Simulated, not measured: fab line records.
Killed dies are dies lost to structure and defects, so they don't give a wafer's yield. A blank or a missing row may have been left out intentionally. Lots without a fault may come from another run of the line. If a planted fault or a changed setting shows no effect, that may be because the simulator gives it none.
Split-lot trial :: flow n5Finfet :: 21 wafers read across 7 lots, on a route 1938 steps long

== THE SPLIT ITSELF ==
At N5_BEOL_M0_SAQP_SPACER2_ALD_26 (deposits SiO2, target thk 15 nm, pulse time 1 s, purge time 2 s), the setting targetThkA was moved away from the recipe's 150 angstrom on 9 of the 21 wafers read, by -12.7% to +12.1%. For the rest of the wafers, this setting stayed at what the recipe calls for.

== FROM THE SPLIT TO THE READING: what the file shows between them, 2 steps ==
- N5_BEOL_M0_SAQP_SPACER2_ETCHBACK_27: etches SiO2 in CHF3/O2, target depth 22.5 nm, time 11.25 s
- N5_BEOL_M0_SAQP_MANDREL2_REMOVE_110: chemistry HBr/Cl2/O2, target a-Si, stops on SiCN, bt time 10 s

== THE READING ==
Shown in nm: cdNm at N5_BEOL_M0_SAQP_CD_MEAS_29, with target cd 14.4 nm. Typical for fault-free wafers on this fab line: 15.03 nm, with standard deviation 0.23 nm.

wafer: L074.1
tool, chamber at the split: aldSin-03, 3
targetThkA as run, angstrom: 135.2
against the recipe: -9.9%
cdNm, nm: 13.55
against lot-mates on the recipe: -1.09

wafer: L074.3
tool, chamber at the split: aldSin-03, 1
targetThkA as run, angstrom: 150
against the recipe: recipe
cdNm, nm: 14.64
against lot-mates on the recipe: -

wafer: L074.6
tool, chamber at the split: aldSin-03, 3
targetThkA as run, angstrom: 135.2
against the recipe: -9.9%
cdNm, nm: 13.69
against lot-mates on the recipe: -0.95

wafer: L078.3
tool, chamber at the split: aldSin-03, 3
targetThkA as run, angstrom: 163.7
against the recipe: +9.1%
cdNm, nm: 16.06
against lot-mates on the recipe: +0.89

wafer: L078.4
tool, chamber at the split: aldSin-03, 0
targetThkA as run, angstrom: 163.7
against the recipe: +9.1%
cdNm, nm: 16.48
against lot-mates on the recipe: +1.31

wafer: L078.6
tool, chamber at the split: aldSin-03, 0
targetThkA as run, angstrom: 150
against the recipe: recipe
cdNm, nm: 15.17
against lot-mates on the recipe: -

wafer: L081.1
tool, chamber at the split: aldSin-02, 0
targetThkA as run, angstrom: 168.1
against the recipe: +12.1%
cdNm, nm: 16.78
against lot-mates on the recipe: +1.81

wafer: L081.4
tool, chamber at the split: aldSin-02, 2,3
targetThkA as run, angstrom: 150
against the recipe: recipe
cdNm, nm: 15.00
against lot-mates on the recipe: -

wafer: L081.6
tool, chamber at the split: aldSin-02, 2,3
targetThkA as run, angstrom: 150
against the recipe: recipe
cdNm, nm: 14.94
against lot-mates on the recipe: -

wafer: L084.2
tool, chamber at the split: aldSin-01, 0
targetThkA as run, angstrom: 162.9
against the recipe: +8.6%
cdNm, nm: 16.26
against lot-mates on the recipe: +1.57

wafer: L084.3
tool, chamber at the split: aldSin-01, 3
targetThkA as run, angstrom: 150
against the recipe: recipe
cdNm, nm: 14.64
against lot-mates on the recipe: -

wafer: L084.5
tool, chamber at the split: aldSin-01, 3
targetThkA as run, angstrom: 150
against the recipe: recipe
cdNm, nm: 14.75
against lot-mates on the recipe: -

wafer: L087.4
tool, chamber at the split: aldSin-03, 2,2,3
targetThkA as run, angstrom: 150
against the recipe: recipe
cdNm, nm: 14.86
against lot-mates on the recipe: -

wafer: L087.5
tool, chamber at the split: aldSin-03, 2,2,3
targetThkA as run, angstrom: 150
against the recipe: recipe
cdNm, nm: 15.32
against lot-mates on the recipe: -

wafer: L087.6
tool, chamber at the split: aldSin-03, 2,2,3
targetThkA as run, angstrom: 150
against the recipe: recipe
cdNm, nm: 14.81
against lot-mates on the recipe: -

wafer: L092.3
tool, chamber at the split: aldSin-03, 3,1
targetThkA as run, angstrom: 150
against the recipe: recipe
cdNm, nm: 14.87
against lot-mates on the recipe: -

wafer: L092.5
tool, chamber at the split: aldSin-03, 3,1
targetThkA as run, angstrom: 150
against the recipe: recipe
cdNm, nm: 15.07
against lot-mates on the recipe: -

wafer: L092.6
tool, chamber at the split: aldSin-03, 0
targetThkA as run, angstrom: 131
against the recipe: -12.7%
cdNm, nm: 13.07
against lot-mates on the recipe: -1.90

wafer: L093.1
tool, chamber at the split: aldSin-03, 2,1
targetThkA as run, angstrom: 137.6
against the recipe: -8.3%
cdNm, nm: 13.65
against lot-mates on the recipe: -1.75

wafer: L093.2
tool, chamber at the split: aldSin-03, 1
targetThkA as run, angstrom: 150
against the recipe: recipe
cdNm, nm: 15.40
against lot-mates on the recipe: -

wafer: L093.6
tool, chamber at the split: aldSin-03, 2,1
targetThkA as run, angstrom: 137.6
against the recipe: -8.3%
cdNm, nm: 13.86
against lot-mates on the recipe: -1.54
Where a row lists several chambers, the file gives one row for several wafers and doesn't say which wafer went through which chamber.

FIT RESULTS
A straight line over all 21 wafers: cdNm changes by +0.145 nm for each +1% of targetThkA; r = +0.98; the points scatter about the line by 0.21 nm.
The same after taking each lot's own level away (the mean of its wafers on the recipe; 21 wafers): +0.144 nm for each +1%; r = +0.97; scatter 0.26 nm.
Per that fit: largest targetThkA move, reading shift of 1.8 nm.
Measured against the standard deviation above, the lots' own levels, which go from 14.640 to 15.400 nm, span 3.3 times it.
So the lot-to-lot level changes the slope little: the two slopes agree.
Check: with one of the wafers moved furthest among these (-12.7%) left out of the fit, the line predicts -1.82 nm for it against its lot-mates. Against them it came out at -1.9 nm.

== ADDITIONAL SPLITS CARRIED BY THESE WAFERS ==
These wafers also went through other splits before the reading. Each is held against what the fit with the lots' levels taken away leaves over:
other split on the same wafers: N5_SDB_EXPOSE_08 doseMj
wafers away from the commonest value: 7
r with cdNm (lot level and that fit taken away): -0.16

other split on the same wafers: N5_HKMG_FIN_ALD_72 aldCycles
wafers away from the commonest value: 10
r with cdNm (lot level and that fit taken away): +0.09

other split on the same wafers: N5_MOL_CONTACT_COAG_COAT_76 spinRpm
wafers away from the commonest value: 7
r with cdNm (lot level and that fit taken away): -0.07

other split on the same wafers: N5_MOL_CONTACT_COAG_ALD_133 aldCycles
wafers away from the commonest value: 7
r with cdNm (lot level and that fit taken away): -0.37

other split on the same wafers: N5_MOL_CONTACT_COAG_VIA_ETCH_117 biasW
wafers away from the commonest value: 5
r with cdNm (lot level and that fit taken away): -0.20

== THE WHOLE CHAIN: every reading that the file lists as answering this split, in the file's order ==
step: N5_BEOL_M0_SAQP_SPACER2_ALD_26
what it does: deposits SiO2, target thk 15 nm, pulse time 1 s, purge time 2 s
reading: SiO2_of_BEOL_M0_SAQP_SPACER2_ALD_26.thkNm (the simulator's own value, which no gauge read)
change (the file's fit): +0.159 nm for each +1% of the setting
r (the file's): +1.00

step: N5_BEOL_M0_SAQP_MANDREL2_REMOVE_110
what it does: chemistry HBr/Cl2/O2, target a-Si, stops on SiCN, bt time 10 s
reading: BEOL_M0_SAQP.cdNm (the simulator's own value, which no gauge read)
change (the file's fit): +0.159 nm for each +1% of the setting
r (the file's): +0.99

step: N5_BEOL_M0_SAQP_MANDREL2_REMOVE_110
what it does: chemistry HBr/Cl2/O2, target a-Si, stops on SiCN, bt time 10 s
reading: SiO2_of_BEOL_M0_SAQP_SPACER2_ALD_26.thkNm (the simulator's own value, which no gauge read)
change (the file's fit): +0.155 nm for each +1% of the setting
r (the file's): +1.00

step: N5_BEOL_M0_SAQP_CD_MEAS_29
what it does: target cd 14.4 nm
reading: cdNm
change (the file's fit): +0.148 nm for each +1% of the setting
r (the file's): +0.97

step: N5_BEOL_M0_HM_OPEN_105
what it does: chemistry Cl2/BCl3, target TiN, target depth 12 nm
reading: SiO2_of_BEOL_M0_SAQP_SPACER2_ALD_26.thkNm (the simulator's own value, which no gauge read)
change (the file's fit): +0.133 nm for each +1% of the setting
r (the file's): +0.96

== THE FILE'S OWN FIT ==
cdNm changes by +0.148 nm for each +1% of targetThkA, r = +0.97.
